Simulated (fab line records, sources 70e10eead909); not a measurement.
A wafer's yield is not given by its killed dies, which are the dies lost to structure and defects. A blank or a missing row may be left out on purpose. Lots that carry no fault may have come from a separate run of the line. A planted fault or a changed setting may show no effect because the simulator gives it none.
Which tool was responsible? -- flow nand harc -- 42 wafers from 15 lots sampled at 6 of the route's 1159 steps

== WHAT THE GAUGES SHOWED, per wafer ==
NHARC_A_ONON_D1_THK_MEAS_14: measures by ellipsometry. Usual: thk nm 997 nm, standard deviation 8.6.
lot,measured,on,thk nm (nm),flag
L632,day 8 02:41,film metro-01,993 995 996,
L633,day 8 02:43,film metro-02,1007 1009 1005,
L634,day 8 02:47,film metro-02,994 997 995,
L635,day 8 12:41,film metro-01,1011 1010 1012,
L636,day 8 19:19,film metro-02,992 992 994,
L639,day 9 10:16,film metro-02,997 995 997,
L640,day 10 00:47,film metro-02,985 986 986,
L642,day 10 20:50,film metro-01,986 987,
L645,day 10 20:56,film metro-01,1001 1003,
L644,day 11 11:52,film metro-02,997 996,
L648,day 12 04:05,film metro-02,985 984 985,
L649,day 12 04:19,film metro-01,994 995 994,
L651,day 12 11:15,film metro-01,998 997 996,
L653,day 12 20:38,film metro-01,1004 1003 1002,
L654,day 13 15:31,film metro-02,1019 1019 1022,

NHARC_A_ONON_D1_THK_MEAS_30: measures by ellipsometry. Usual: thk nm 999 nm, standard deviation 9.5.
lot,measured,on,thk nm (nm),flag
L632,day 8 12:16,film metro-01,1013 1012 1014,
L633,day 8 12:28,film metro-02,1007 1007 1007,
L634,day 8 12:08,film metro-02,999 997 997,
L635,day 8 22:07,film metro-02,996 996 996,
L636,day 9 05:05,film metro-01,1005 1007 1008,
L639,day 9 20:39,film metro-02,990 992 990,
L640,day 10 11:34,film metro-01,996 998 997,
L642,day 11 06:35,film metro-01,1011 629,OFF
L645,day 11 06:14,film metro-01,633 633,OFF
L644,day 11 21:15,film metro-02,1005 623,OFF
L648,day 12 15:59,film metro-01,1005 1003 1006,
L649,day 12 16:01,film metro-02,989 987 986,
L651,day 12 22:52,film metro-01,1009 1008 1008,
L653,day 13 05:59,film metro-02,997 996 996,
L654,day 14 00:53,film metro-02,1005 1005 1005,

NHARC_A_CHANNEL_HOLE_D1_INSPECT_12. Usual: raw defect count 5.1, standard deviation 2.6.
lot,measured,on,raw defect count,flag
L632,day 8 17:44,defect inspect-02,0 4 8,
L633,day 8 18:35,defect inspect-01,6 6 9,
L634,day 8 17:15,defect inspect-02,2 1 5,
L635,day 9 02:01,defect inspect-01,3 7 8,
L636,day 9 08:39,defect inspect-02,2 5 2,
L639,day 10 00:52,defect inspect-02,4 2 4,
L640,day 10 16:21,defect inspect-01,1 3 5,
L642,day 11 11:15,defect inspect-01,6,
L644,day 12 00:32,defect inspect-02,11,
L648,day 12 19:19,defect inspect-01,4 2 8,
L649,day 12 19:28,defect inspect-02,10 3 2,
L651,day 13 02:09,defect inspect-02,4 8 2,
L653,day 13 10:22,defect inspect-02,4 7 3,
L654,day 14 04:48,defect inspect-01,3 5 4,

NHARC_END_SORT_01. Usual: killed at array 28, standard deviation 11; killed at other 0.9, standard deviation 1.2; killed at periphery 2.6, standard deviation 2.1; killed dies 31, standard deviation 11; killed open 3.1, standard deviation 1.7; killed short 1.9, standard deviation 1.3.
lot,measured,on,killed at array,killed at other,killed at periphery,killed dies,killed open,killed short,flag
L644,day 26 03:54,prober-01,33 672,5 1,4 4,42 677,5 2,4 0,OFF

== WHAT TOOL EACH LOT RAN ON (gives the tool, then ch and the chambers of the sampled wafers, and finally the start) ==
lot,NHARC_A_ONON_D1_DEP_28,NHARC_A_CHANNEL_HOLE_D1_ETCH_34
L632,"pecvd onon-03 ch 0, day 8 11:49","rie diel-10 ch 0,1,3, no start"
L633,"pecvd onon-04 ch 0, day 8 11:58","rie diel-12 ch 1,2,3, no start"
L634,"pecvd onon-02 ch 0, day 8 11:38","rie diel-01 ch 0,1,2, no start"
L635,"pecvd onon-03 ch 0, day 8 21:37","rie diel-12 ch 0,1,2, no start"
L636,"pecvd onon-02 ch 0, day 9 04:44","rie diel-10 ch 0,1, no start"
L639,"pecvd onon-04 ch 0, day 9 20:11","rie diel-10 ch 1,3, no start"
L640,"pecvd onon-04 ch 0, day 10 11:10","rie diel-01 ch 1,2, no start"
L642,"pecvd onon-03 ch 0, day 11 06:15","rie diel-01 ch 1, no start"
L645,"pecvd onon-03 ch 0, day 11 05:57",-
L644,"pecvd onon-03 ch 0, day 11 20:55","rie diel-01 ch 2, day 26 03:54 or earlier"
L648,"pecvd onon-04 ch 0, day 12 15:29","rie diel-01 ch 0,2,3, no start"
L649,"pecvd onon-02 ch 0, day 12 15:34","rie diel-12 ch 0,1, no start"
L651,"pecvd onon-04 ch 0, day 12 22:22","rie diel-12 ch 1,2,3, no start"
L653,"pecvd onon-04 ch 0, day 13 05:32","rie diel-01 ch 2,3, no start"
L654,"pecvd onon-04 ch 0, day 14 00:30","rie diel-12 ch 0,2, no start"
- NHARC_A_ONON_D1_DEP_28: target thk 1000 nm.
- NHARC_A_CHANNEL_HOLE_D1_ETCH_34: etches the open film in CF4/CHF3, target depth 154 nm, time 77 s.

== AS READ BY THE TOOLS THEMSELVES (means over the sampled wafers that have a number; for cases with no such wafer, the mark the record gives instead) ==
NHARC_A_ONON_D1_DEP_28. Usual: susceptor temp C 399.96 C, standard deviation 0.25.
lot,tool,susceptor temp C (C),flag
L632,pecvd onon-03,400.29,
L633,pecvd onon-04,399.78,
L634,pecvd onon-02,399.79,
L635,pecvd onon-03,399.98,
L636,pecvd onon-02,399.68,
L639,pecvd onon-04,400.00,
L640,pecvd onon-04,399.80,
L642,pecvd onon-03,400.02,
L645,pecvd onon-03,399.91,
L644,pecvd onon-03,400.50,
L648,pecvd onon-04,399.62,
L649,pecvd onon-02,399.89,
L651,pecvd onon-04,399.99,
L653,pecvd onon-04,399.81,
L654,pecvd onon-04,400.10,

NHARC_A_CHANNEL_HOLE_D1_ETCH_34. Usual: cf4 flow sccm 100.0 sccm, standard deviation 0.32; drypump motor current A 5.7 A, standard deviation 0.46; oes product au 0.950 a.u., standard deviation 0.024; rf vpp V 370.5 V, standard deviation 2; showerhead plenum p Torr 1.57 Torr, standard deviation 0.057; throttle valve pct 16.802 %, standard deviation 0.0093.
lot,tool,cf4 flow sccm (sccm),drypump motor current A (A),oes product au (a.u.),rf vpp V (V),showerhead plenum p Torr (Torr),throttle valve pct (%),flag
L632,rie diel-10,99.8,6.0,0.970,371.1,1.58,16.810,
L633,rie diel-12,100.2,5.4,0.916,370.5,1.57,16.805,
L634,rie diel-01,99.8,5.7,0.962,370.2,1.56,16.804,
L635,rie diel-12,99.9,5.5,0.919,371.0,1.59,16.801,
L636,rie diel-10,100.2,5.8,0.966,373.3,1.62,16.805,
L639,rie diel-10,99.8,6.1,0.959,369.2,1.54,16.799,
L640,rie diel-01,99.9,5.5,0.931,370.5,1.57,16.797,
L642,rie diel-01,100.0,5.2,0.929,368.2,1.48,16.801,
L644,rie diel-01,99.4,5.7,0.980,371.3,1.61,16.806,
L648,rie diel-01,100.3,5.8,0.951,371.7,1.60,16.804,
L649,rie diel-12,100.0,5.6,0.932,370.0,1.53,16.795,
L651,rie diel-12,100.2,5.4,0.967,370.7,1.56,16.801,
L653,rie diel-01,99.9,5.6,0.932,372.4,1.62,16.802,
L654,rie diel-12,100.1,5.3,0.971,372.5,1.62,16.806,

== THE ANSWER, worked out from the rows above alone ==
Rule: a lot counts as off when the mean over its wafers that have a number is more than 3 standard deviations away from the usual mean. A lot without any number at a reading at which 4 lots or more have one is off too. The other lots that the step has rows for count as sound. The gauges are gone through in route order, then the tools' own readings, and for those a lot's mean is taken as printed above. The first step at which some lot is off is used, and at that step the reading that is off furthest; a lot without a number counts as furthest.
Off, at NHARC_A_ONON_D1_THK_MEAS_30 on thk nm: L642, L645, L644.
If a tool, at a process step before that reading, ran all the lots that are off and no sound lot after the first of them, it fits. Gauges at NHARC_A_ONON_D1_THK_MEAS_30: tried the same way as those tools. One fits: pecvd onon-03 at NHARC_A_ONON_D1_DEP_28. Its last sound lot is L635 (day 8 21:37), its first lot that is off L645 (day 11 05:57): a fault that began between those two fits.

== WHAT THE SIMULATOR PUT IN ==
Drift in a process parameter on pecvd onon-03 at NHARC_A_ONON_D1_DEP_28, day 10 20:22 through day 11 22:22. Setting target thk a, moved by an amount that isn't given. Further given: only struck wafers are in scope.
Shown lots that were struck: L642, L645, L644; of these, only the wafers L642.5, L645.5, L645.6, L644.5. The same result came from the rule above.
